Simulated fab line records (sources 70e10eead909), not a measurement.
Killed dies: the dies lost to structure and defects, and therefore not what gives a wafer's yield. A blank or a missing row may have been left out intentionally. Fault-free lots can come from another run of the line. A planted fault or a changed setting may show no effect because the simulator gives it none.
fab line records	flow nandHarc	part 2 of 2: steps 25 to 35 of 35
record: lots: 5	wafers: 15	lastDay: 31
route steps=1302 shown A_SLIT@941 A_SIN_REMOVE@947 A_WL_FILL@952
lots untouched by any fault: they come from a run of this same line in which no faults occurred
startH: hours from the record's opening day to when the first of the lot's shown wafers began	waitH: how many hours have passed since the lot's step before this one	" identical to the entry in the row above	L1.1+2: a row that stands for several wafers	- no value present, or no start provided	* or withheld: withheld	< > ~ a bound
route shown NAME@n: NAME is a module with steps in the file, n the number in the route of the first one	usual: mean and standard deviation over wafers with no fault	same: alike in all rows	chamber/n: place in a boat	sites: per-site readings	_std_site: how widely they spread, as a standard deviation	_edge_site: mean of outer sites minus mean of inner sites	radiusMm: for every site, how far away it sits from the centre of the wafer	mask NAME#n: copy n	behind: tool/chamber where the wafer was last shaped	hold: the reason the lot was held/the length of the hold in hours/how it ended	device: whichever transistor did not switch (one of n, p or np)	end of line: the same wafers' tests at the end of the route	a step without rows: its recipe alone	killed: dies that structure and defects cost at the first sort, which is not the same as the wafer's yield	map: a wafer's dies, x killed, . not, _ none there
set.NAME: the setting as run; set.NAME@STEP: as run at that earlier step	model.NAME: the simulator's own value behind a step, which no gauge read
certain route steps with their lots: each step a table, each wafer a row
services: the hour from which a tool's chamber was out of use, counted from the record's first day as startH (under 0 if before that day), plus the number of hours and why
== steps ==
step: NHARC_A_WL_FILL_ETCHBACK_17
recipe: targetDepthA: 40	timeS: 26.7	chemistry: Cl2/BCl3
usual: drypumpMotorCurrentA: 5.8/0.41	oesProductAu: 0.997/0.012
lot.wafer	tool	chamber	startH	waitH	drypumpMotorCurrentA	oesProductAu	rfHoursCounterH
L076.2	rieMetal-01	1	500.63	-	5.3	0.994	1.9
L076.1	"	0	"	"	5.4	1.014	1.9
L076.4	"	0	"	"	5.4	1.013	-
L079.3	rieMetal-02	0	537.52	-	6.3	0.977	-
L079.5	"	0	"	"	6.3	0.972	-
L079.6	"	1	"	"	5.6	0.983	-
L082.2	rieMetal-01	0	566.94	-	5.4	1.015	2.6
L082.4	"	1	"	"	5.4	0.995	-
L082.6	"	1	"	"	5.4	1.001	-
L083.1	rieMetal-02	1	580.77	-	5.6	0.997	2.2
L083.3	"	1	"	"	5.6	0.981	-
L083.4	"	0	"	"	6.3	0.994	-
L093.3	rieMetal-02	1	662.06	-	5.6	0.997	-
L093.4	"	0	"	"	6.3	0.985	-
L093.6	"	1	"	"	5.6	0.985	-
step: NHARC_A_WL_FILL_PRECLEAN_18
recipe: timeS: 30	chemistry: dHF
lot.wafer	tool	chamber	startH	waitH
L076.1+2+4	wetBench-03	4,5,7	500.81	0.1
L079.6+3+5	wetBench-03	4,5,6	537.68	0.1
L082.2+6+4	wetBench-05	1,2,4	567.11	0.1
L083.1+3+4	wetBench-03	4,5,6	580.98	0.2
L093.4+3+6	wetBench-05	7,0,1	662.20	0.1
step: NHARC_A_WL_FILL_SRD_21
lot.wafer	tool	chamber	startH	waitH
L076.1+2+4	wetBench-03	4,5,7	500.84	0.0
L079.6+3+5	wetBench-03	4,5,6	537.70	0.0
L082.2+6+4	wetBench-05	1,2,4	567.13	0.0
L083.1+3+4	wetBench-03	4,5,6	581.02	0.0
L093.4+3+6	wetBench-05	7,0,1	662.23	0.0
step: NHARC_A_WL_FILL_CVD_23
recipe: targetThkA: 400	tempC: 620	pressureMtorr: 200	timeS: 800	material: poly-Si
usual: tubeCenterTempC: 620/0.055
lot.wafer	tool	chamber	startH	waitH	tubeCenterTempC
L076.1	lpcvdPoly-03	0	503.18	2.3	620.1
L076.2	"	0	"	"	620.06
L076.4	"	0	"	"	620
L079.3	lpcvdPoly-03	0	540.04	2.3	619.97
L079.5	"	0	"	"	619.91
L079.6	"	0	"	"	620
L082.2	lpcvdPoly-04	0	569.57	2.4	619.93
L082.4	"	0	"	"	620.07
L082.6	"	0	"	"	619.95
L083.1	lpcvdPoly-02	0	583.40	2.4	620.03
L083.3	"	0	"	"	619.94
L083.4	"	0	"	"	620.05
L093.3	lpcvdPoly-02	0	664.68	2.4	620.07
L093.4	"	0	"	"	620.02
L093.6	"	0	"	"	620.04
step: NHARC_A_WL_FILL_ETCHBACK_26
recipe: targetDepthA: 520	timeS: 13.3	hbrFlowSccm: 150	rfW: 350	icpW: 350	biasW: 60	chemistry: HBr
usual: drypumpMotorCurrentA: 6.0/0.44	oesProductAu: 1.005/0.014	throttleValvePct: 23.267/0.0094
lot.wafer	tool	chamber	startH	waitH	drypumpMotorCurrentA	oesProductAu	rfHoursCounterH	throttleValvePct
L076.1	rieSi-03	1	505.78	0.4	6.3	0.988	0.8	23.268
L076.4	"	2	"	"	5.3	1.012	0.5	23.275
L076.2	"	3	"	"	5.6	1.013	0.8	23.264
L079.3	rieSi-06	3	542.59	0.4	6.4	1.005	0.7	23.271
L079.6	"	3	"	"	6.4	1.009	-	23.261
L079.5	"	0	"	"	5.3	0.993	-	23.274
L082.2	rieSi-06	3	572.21	0.4	6.4	1.016	0.8	23.266
L082.4	"	2	"	"	6.3	1.020	-	23.257
L082.6	"	3	"	"	6.4	1.019	-	23.250
L083.1	rieSi-06	3	586.00	0.4	6.4	1.008	1.0	23.258
L083.3	"	2	"	"	6.3	1.020	0.8	23.268
L083.4	"	2	"	"	6.3	1.014	-	23.260
L093.4	rieSi-02	3	667.24	0.4	6.5	0.995	0.1	23.265
L093.3	"	0	"	"	6.0	1.004	0.1	23.264
L093.6	"	3	"	"	6.5	0.997	-	23.270
step: NHARC_A_WL_FILL_PRECLEAN_30
recipe: timeS: 10	chemistry: dHF
lot.wafer	tool	chamber	startH	waitH
L076.1+2+4	wetBench-06	6,7,1	505.93	0.1
L079.5+3+6	wetBench-03	4,5,6	542.74	0.1
L082.2+6+4	wetBench-06	0,1,3	572.40	0.2
L083.4+3+1	wetBench-06	4,5,0	586.17	0.1
L093.4+6+3	wetBench-06	6,0,1	667.37	0.1
step: NHARC_A_WL_FILL_SRD_14
lot.wafer	tool	chamber	startH	waitH
L076.1+2+4	wetBench-06	6,7,1	505.95	0.0
L079.5+3+6	wetBench-03	4,5,6	542.75	0.0
L082.2+6+4	wetBench-06	0,1,3	572.42	0.0
L083.4+3+1	wetBench-06	4,5,0	586.19	0.0
L093.4+6+3	wetBench-06	6,0,1	667.39	0.0
step: NHARC_A_WL_FILL_ALD_19
recipe: targetThkA: 20	pulseTimeS: 3	aldCycles: 100	tempC: 450	material: TiN
usual: heaterPowerW: 1099/120	precursorPulseHeightRel: 1.002/0.021
lot.wafer	tool	chamber	startH	waitH	heaterPowerW	precursorPulseHeightRel
L076.1	aldMetal-03	2	506.05	0.1	1319	0.977
L076.2	"	0	"	"	1118	1.000
L076.4	"	1	"	"	1053	1.000
L079.3	aldMetal-03	0	542.91	0.2	1135	1.012
L079.5	"	1	"	"	1057	1.020
L079.6	"	2	"	"	1330	1.003
L082.2	aldMetal-04	2	572.52	0.1	948	1.011
L082.4	"	0	"	"	1097	0.972
L082.6	"	3	"	"	1208	1.014
L083.3	aldMetal-03	3	586.32	0.1	1021	0.986
L083.1	"	0	"	"	1083	1.054
L083.4	"	3	"	"	1051	1.013
L093.3	aldMetal-04	2	667.51	0.1	905	1.035
L093.4	"	0	"	"	1039	1.016
L093.6	"	2	"	"	953	1.026
step: NHARC_A_WL_FILL_CVD_20
recipe: targetThkA: 1000	tempC: 400	pressureTorr: 40	wf6FlowSccm: 40	h2FlowSccm: 1600	arFlowSccm: 1560	timeS: 74	material: W
usual: heaterPowerW: 788/90	mfcWf6Sccm: 40.01/0.12	throttleValvePct: 8.01/0.28
lot.wafer	tool	chamber	startH	waitH	heaterPowerW	mfcWf6Sccm	throttleValvePct
L076.2	cvdW-02	1	-	-	799	39.85	7.99
L076.1	"	0	"	"	700	40.12	8.36
L076.4	"	1	"	"	808	40.07	8.07
L079.3	cvdW-02	1	-	-	794	39.89	8.15
L079.6	"	1	"	"	805	39.93	8.11
L079.5	"	0	"	"	691	39.91	8.30
L082.2	cvdW-02	1	-	-	820	40.00	7.81
L082.4	"	1	"	"	809	39.86	8.04
L082.6	"	0	"	"	707	39.99	8.28
L083.1	cvdW-02	0	-	-	692	39.91	8.38
L083.4	"	1	"	"	799	40.08	8.00
L083.3	"	0	"	"	697	39.86	8.27
L093.4	cvdW-02	0	-	-	697	40.08	8.05
L093.3	"	1	"	"	748	39.92	7.92
L093.6	"	0	"	"	669	40.13	8.11
step: NHARC_A_WL_FILL_CMP_12
recipe: tOverpolishS: 30	targetThkNm: 100
usual: motorCurrentA: 11.5/1.1	overpolishRunS: 30.000/0.0087	padLifeWafers: 140/110	timeToEndpointS: 20.3/2.9
lot.wafer	tool	chamber	startH	waitH	motorCurrentA	overpolishRunS	padLifeWafers	timeToEndpointS
L076.1	cmp-01	2	506.43	0.1	11.4	30.005	78	15.5
L076.4	"	3	"	"	12.5	29.997	79	19.3
L076.2	"	1	"	"	10.8	30.004	81	20.3
L079.3	cmp-03	3	543.28	0.2	12.9	30.002	314	20.2
L079.6	"	1	"	"	11.5	29.986	-	13.8
L079.5	"	2	"	"	10.5	30.004	-	18.5
L082.4	cmp-03	2	572.95	0.2	10.4	29.997	14	21.2
L082.2	"	3	"	"	11.8	30.003	15	20.9
L082.6	"	0	"	"	10.3	29.985	-	22.3
L083.1	cmp-03	0	586.71	0.1	10.1	30.003	78	21.4
L083.4	"	1	"	"	11.3	30.008	79	19.6
L083.3	"	2	"	"	10.6	29.996	80	18.4
L093.4	cmp-01	2	667.92	0.2	10.8	30.006	338	12.6
L093.3	"	3	"	"	12.3	29.998	339	18.3
L093.6	"	1	"	"	10.8	30.010	-	16.9
step: NHARC_A_WL_FILL_SRD_31
lot.wafer	tool	chamber	startH	waitH
L076.1+4+2	wetBench-05	4,5,6	506.76	0.1
L079.3+6+5	wetBench-06	4,7,1	543.55	0.0
L082.4+6+2	wetBench-03	4,5,6	573.22	0.0
L083.1+3+4	wetBench-05	1,2,4	587.04	0.0
L093.6+3+4	wetBench-03	5,7,2	668.19	0.0
== services ==
tool	chamber	startH	hours	kind
aldMetal-04	0	461.41	8.0	repair
aldMetal-04	-	474.00	10.0	pm
wetH3po4-01	-	512.00	8.0	pm
rieMetal-03	-	519.00	9.0	pm
wetBench-09	-	528.80	8.0	pm
aldHk-02	-	531.08	10.0	pm
rieDiel-08	-	544.80	9.0	pm
wetBench-06	-	545.91	8.0	pm
rieDiel-10	-	546.71	0.5	repair
rieDiel-10	1	548.95	2.2	repair
wetBench-03	-	562.40	8.0	pm
aldMetal-03	-	568.00	10.0	pm
aldMetal-03	1	581.42	46.8	repair
wetBench-03	-	585.26	2.5	repair
cvdW-02	0	586.97	13.8	repair
rieDiel-10	-	596.50	9.0	pm
rieDiel-10	2	608.18	25.9	repair
wetBench-05	-	612.84	8.0	pm
aldMetal-03	-	614.10	1.2	repair
rieDiel-10	0	619.89	3.8	repair
rieMetal-02	-	631.00	9.0	pm
cvdW-02	-	631.15	13.0	pm
rieDiel-10	-	631.32	5.1	repair
rieMetal-02	-	653.88	0.5	repair
